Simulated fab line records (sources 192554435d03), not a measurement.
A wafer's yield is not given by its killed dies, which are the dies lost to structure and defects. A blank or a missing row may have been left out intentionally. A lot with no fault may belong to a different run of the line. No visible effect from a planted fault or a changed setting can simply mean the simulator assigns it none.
fab line records	flow n5Finfet
record lots=12	wafers=32	lastDay=18
route steps=1938 shown BEOL_M10@1522 BEOL_M11@1539
lots that met no fault: from a run of the same line without faults
startH: hours from the record's opening day to when the first of the lot's shown wafers began	waitH: time in hours since the lot's previous step	" identical to the entry in the row above	L1.1+2: several wafers, shown together as one row	- no value present, or no start provided	* or withheld: withheld	< > ~ a bound
route shown NAME@n: NAME is a module with steps in the file, n the number in the route of the first one	usual: mean/standard deviation taken from wafers without a fault	same: alike in all rows	chamber/n: place in a boat	sites: each site's reading	_std_site: the values' standard deviation	_edge_site: the outer-site mean with the inner-site mean subtracted	radiusMm: for every site, how far away it sits from the centre of the wafer	mask NAME#n: copy n	behind: the last tool/chamber to shape the wafer	hold: cause of the lot's hold/its duration in hours/its outcome	device: which transistor (n, p or np) failed to switch	end of line: tests of these same wafers at the route's end	for a step that has no rows: nothing shown but its recipe	killed: not the wafer's yield, but the dies lost to structure and defects at the first sort	map: dies across one wafer; x = killed, . = not, _ = none there
set.NAME: setting as actually run; set.NAME@STEP: the setting as run at that earlier step	model.NAME: the simulator's own value behind a step, which no gauge read
steps of the route over a sample of lots; a table a step, a row a wafer
services: a tool's chamber out of use, with start hour (startH, from the record's first day; less than 0 if before it), hours out, and reason
## steps
# step N5_BEOL_M10_DEGAS_44
# recipe ambient=vacuum	tempC=250	timeS=60
# usual heaterPowerW=330/29
lot.wafer	tool	chamber	startH	waitH	heaterPowerW
L460.2	pvdSputter-02	-	223.78	0.4	333
L460.3	"	-	"	"	292
L460.4	"	-	"	"	322
L459.4	pvdSputter-03	-	230.48	0.1	312
L459.5	"	-	"	"	379
L459.6	"	-	"	"	315
L461.2	pvdSputter-02	-	242.46	0.2	400
L461.3	"	-	"	"	287
L461.6	"	-	"	"	289
L462.1	pvdSputter-02	-	248.53	0.6	322
L462.2	"	-	"	"	293
L462.4	"	-	"	"	399
L463.1	pvdSputter-03	-	262.51	0.4	362
L463.2	"	-	"	"	315
L463.4	"	-	"	"	311
L466.3	pvdSputter-01	-	274.34	0.2	319
L466.5	"	-	"	"	331
L466.6	"	-	"	"	341
L468.3	pvdSputter-03	-	305.41	0.3	306
L468.5	"	-	"	"	321
L469.5	pvdSputter-02	-	305.88	0.1	401
L472.1	pvdSputter-03	-	318.29	1.2	309
L472.3	"	-	"	"	311
L480.3	pvdSputter-03	-	365.18	0.4	308
L480.4	"	-	"	"	361
L480.5	"	-	"	"	374
L478.1	pvdSputter-03	-	377.05	0.6	310
L478.4	"	-	"	"	379
L478.6	"	-	"	"	373
L482.1	pvdSputter-01	-	381.57	1.7	313
L482.2	"	-	"	"	334
L482.4	"	-	"	"	312
# step N5_BEOL_M10_INSPECT_58
# recipe inspectInstrument=darkfield	mode=postDep
# usual rawDefectCount=70/23
lot.wafer	tool	chamber	startH	waitH	rawDefectCount
L460.2	defectInspect-02	-	227.24	0.0	72
L460.3	"	-	"	"	58
L460.4	"	-	"	"	39
L459.4	defectInspect-02	-	232.33	0.0	48
L459.5	"	-	"	"	57
L459.6	"	-	"	"	62
L461.2	defectInspect-02	-	246.38	0.0	83
L461.3	"	-	"	"	101
L461.6	"	-	"	"	59
L462.1	defectInspect-01	-	250.15	0.0	92
L462.2	"	-	"	"	87
L462.4	"	-	"	"	83
L463.1	defectInspect-02	-	264.83	0.0	47
L463.2	"	-	"	"	83
L463.4	"	-	"	"	57
L466.3	defectInspect-02	-	276.05	0.0	67
L466.5	"	-	"	"	107
L466.6	"	-	"	"	64
L468.3	defectInspect-01	-	308.98	0.0	50
L468.5	"	-	"	"	63
L469.5	defectInspect-01	-	309.06	0.0	60
L472.1	defectInspect-01	-	319.96	0.0	73
L472.3	"	-	"	"	88
L480.3	defectInspect-02	-	368.85	0.0	71
L480.4	"	-	"	"	56
L480.5	"	-	"	"	36
L478.1	defectInspect-02	-	378.94	0.0	55
L478.4	"	-	"	"	86
L478.6	"	-	"	"	58
L482.1	defectInspect-02	-	383.53	0.0	82
L482.2	"	-	"	"	40
L482.4	"	-	"	"	70
# step N5_BEOL_M11_PECVD_70
# recipe material=SiO2	targetThkA=200	tempC=400	precursor=TEOS/O2	pressureTorr=5.5	rfW=450	teosFlowSccm=53.8	gas=O2	flowSccm=3000	timeS=22.7
# usual heaterPowerW=746/82	showerheadPlenumPTorr=8.78/0.056	throttleValvePct=22.2/1.4
lot.wafer	tool	chamber	startH	waitH	heaterPowerW	showerheadPlenumPTorr	throttleValvePct
L460.2	pecvd-04	0	228.03	0.0	778	8.77	22.2
L460.3	"	1	"	"	859	8.85	22.2
L460.4	"	0	"	"	763	8.75	22.1
L459.4	pecvd-01	0	233.01	0.1	691	8.79	24.0
L459.5	"	1	"	"	702	8.73	22.8
L459.6	"	2	"	"	796	8.69	20.9
L461.2	pecvd-01	1	247.05	0.0	689	8.70	22.7
L461.3	"	2	"	"	808	8.70	21.2
L461.6	"	0	"	"	609	8.73	24.0
L462.1	pecvd-04	1	250.81	0.0	854	8.83	21.6
L462.2	"	0	"	"	696	8.76	22.1
L462.4	"	0	"	"	691	8.76	22.2
L463.1	pecvd-04	0	265.50	0.0	764	8.77	21.8
L463.2	"	1	"	"	816	8.84	21.9
L463.4	"	2	"	"	812	8.85	21.3
L466.3	pecvd-03	0	276.71	0.0	643	8.81	25.2
L466.5	"	0	"	"	640	8.84	25.3
L466.6	"	1	"	"	820	8.79	21.5
L469.5	pecvd-04	0	309.77	0.1	667	8.77	22.4
L468.3	pecvd-03	2	311.08	0.0	746	8.80	20.2
L468.5	"	0	"	"	673	8.81	25.2
L472.1	pecvd-03	0	320.62	0.0	596	8.83	25.3
L472.3	"	2	"	"	781	8.81	20.0
L480.3	pecvd-04	2	369.56	0.1	928	8.87	21.4
L480.4	"	0	"	"	695	8.76	22.5
L480.5	"	2	"	"	931	8.84	21.4
L478.1	pecvd-01	0	379.63	0.0	692	8.76	23.8
L478.4	"	0	"	"	689	8.77	24.0
L478.6	"	2	"	"	759	8.69	21.3
L482.1	pecvd-01	2	384.19	0.0	732	8.71	21.4
L482.2	"	1	"	"	663	8.71	22.7
L482.4	"	1	"	"	661	8.71	22.6
# step N5_BEOL_M11_ETCH_61
# recipe chemistry=CF4	target=SiARC	targetDepthA=390	maskMaterial=CAR-ArF	timeS=65	ionEnergyEv=80	pressureMtorr=40	sourceW=545	biasW=36	Ar_flow_sccm=100	cf4FlowSccm=100	ends=cleared
# usual biasW=36.00/0.12	cf4FlowSccm=99.99/0.29	chamberPressureMTorr=40.00/0.039	drypumpMotorCurrentA=5.7/0.38	etchRfOnTimeS=64.8/1.8	oesProductAu=0.69/0.085	rfVppV=184.3/1.1	showerheadPlenumPTorr=2.17/0.056	throttleValvePct=15.58/0.25
lot.wafer	tool	chamber	startH	waitH	biasW	cf4FlowSccm	chamberPressureMTorr	drypumpMotorCurrentA	etchRfOnTimeS	oesProductAu	rfHoursCounterH	rfVppV	showerheadPlenumPTorr	throttleValvePct
L460.2	rieDiel-02	3	230.81	0.0	36.13	100.09	40.01	5.6	63.0	0.61	239	183.7	2.20	15.61
L460.3	"	0	"	"	35.99	100.46	40.01	6.6	65.2	0.59	232	181.0	2.02	15.75
L460.4	"	2	"	"	36.01	99.85	39.97	5.2	66.3	0.62	167	184.2	2.23	15.94
L459.4	rieDiel-03	0	234.01	0.0	35.95	100.43	39.97	5.3	67.0	0.64	-	185.1	2.23	15.67
L459.5	"	3	"	"	36.09	100.29	39.89	5.5	64.5	0.62	-	183.6	2.12	15.73
L459.6	"	2	"	"	36.08	100.29	40.01	5.8	63.8	0.83	-	181.6	2.10	15.35
L461.2	rieDiel-02	3	248.94	0.0	35.80	99.99	40.10	5.6	64.1	0.59	245	183.6	2.20	15.63
L461.3	"	0	"	"	36.07	100.19	40.07	6.6	66.3	0.58	239	182.7	2.02	15.79
L461.6	"	1	"	"	36.16	100.29	39.92	6.0	64.2	0.65	-	184.5	2.14	15.30
L462.1	rieDiel-06	0	252.60	0.0	36.05	99.94	40.01	5.3	66.5	0.70	81	185.0	2.17	15.48
L462.2	"	1	"	"	35.85	99.27	40.08	5.8	67.8	0.60	232	185.2	2.20	15.90
L462.4	"	0	"	"	36.23	100.03	40.04	5.4	66.3	0.71	-	185.0	2.17	15.48
L463.1	rieDiel-06	0	269.20	0.0	35.94	99.78	39.98	5.4	66.1	0.70	86	184.7	2.16	15.50
L463.2	"	1	"	"	35.89	100.80	39.99	5.8	67.2	0.60	238	186.0	2.20	15.88
L463.4	"	2	"	"	35.81	99.97	39.99	6.1	64.5	0.63	175	185.1	2.22	15.86
L466.3	rieDiel-03	1	277.94	0.0	36.12	99.69	39.96	5.5	65.3	0.81	10	182.7	2.12	15.39
L466.5	"	3	"	"	36.20	99.96	40.00	5.6	64.6	0.61	-	184.5	2.11	15.77
L466.6	"	2	"	"	36.04	100.13	39.95	5.8	63.5	0.79	-	183.2	2.10	15.39
L469.5	rieDiel-06	2	311.37	0.0	36.06	99.96	39.96	6.1	73.9	0.57	-	185.3	2.22	15.90
L468.3	rieDiel-06	2	311.96	0.0	36.10	100.10	39.98	6.1	73.6	0.58	190	184.8	2.22	15.89
L468.5	"	3	"	"	35.97	99.99	40.02	5.7	72.5	0.74	-	186.2	2.19	15.36
L472.1	rieDiel-06	0	321.85	0.0	35.94	99.92	39.99	5.4	65.7	0.68	103	185.8	2.16	15.51
L472.3	"	2	"	"	35.85	99.72	39.98	6.1	74.5	0.57	193	185.7	2.22	15.89
L480.3	rieDiel-03	2	370.49	0.0	35.89	100.08	39.97	5.8	64.6	0.74	45	183.4	2.09	15.42
L480.4	"	0	"	"	36.09	99.74	40.04	5.3	68.3	0.61	-	184.1	2.22	15.75
L480.5	"	2	"	"	35.97	99.84	40.04	5.8	64.2	0.74	-	181.6	2.09	15.45
L478.1	rieDiel-02	3	380.18	0.0	35.90	99.98	39.93	5.6	61.4	0.79	32	185.0	2.19	15.21
L478.4	"	2	"	"	36.18	100.35	40.03	5.1	68.1	0.58	217	184.6	2.21	16.04
L478.6	"	3	"	"	35.98	100.02	39.98	5.5	62.2	0.78	-	184.3	2.19	15.18
L482.1	rieDiel-06	1	385.81	0.0	35.97	100.09	40.06	5.8	65.8	0.79	16	185.2	2.19	15.45
L482.2	"	3	"	"	35.96	100.11	39.95	5.7	63.6	0.75	38	185.4	2.18	15.42
L482.4	"	2	"	"	36.01	99.78	39.98	6.1	64.3	0.60	217	185.7	2.21	15.94
## services
tool	chamber	startH	hours	kind
pecvd-04	2	202.38	-	clean
pecvd-04	2	202.38	-	consumableReplace:showerhead
pecvd-04	2	202.38	29.0	scheduledDown
pecvd-04	2	202.38	29.0	ventCycle
pecvd-04	-	205.00	0.8	repair
rieDiel-06	2	205.55	5.7	repair
rieDiel-03	1	223.29	-	clean
rieDiel-03	1	223.29	-	consumableReplace:focusRing
rieDiel-03	1	223.29	20.4	scheduledDown
rieDiel-06	3	250.46	-	clean
rieDiel-06	3	250.46	-	consumableReplace:focusRing
rieDiel-06	3	250.46	18.2	scheduledDown
rieDiel-06	3	250.46	18.2	ventCycle
pecvd-04	-	269.27	1.5	repair
pecvd-01	1	284.69	6.8	repair
pecvd-01	-	286.81	3.3	repair
rieDiel-06	1	305.63	-	clean
rieDiel-06	1	305.63	-	consumableReplace:focusRing
rieDiel-06	1	305.63	18.3	scheduledDown
rieDiel-06	1	305.63	18.3	ventCycle
rieDiel-02	-	315.59	2.8	pm
rieDiel-03	-	343.13	14.6	pm
rieDiel-06	1	352.47	9.0	repair
pecvd-04	1	364.40	29.3	repair
## key
firstSign step=N5_BEOL_M11_ETCH_61	reading=etchRfOnTimeS	direction=up	sigmas=4.9	usual=*	struck=*
effect none on later readings
metAt N5_BEOL_M11_ETCH_61
struckLots L468,L469,L472
struckWafers L468.3,L468.5,L469.5,L472.3
notActingAt N5_BEOL_M10_DEGAS_44,N5_BEOL_M10_INSPECT_58,N5_BEOL_M11_PECVD_70
onsetBetween 269.20 311.37
fault kind=processParameterDrift	tool=rieDiel-06	chamber=-	onsetH=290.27	steps=N5_BEOL_M11_ETCH_61	channel=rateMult	offset=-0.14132	shape=step	endH=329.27	scope=struckWafersOnly
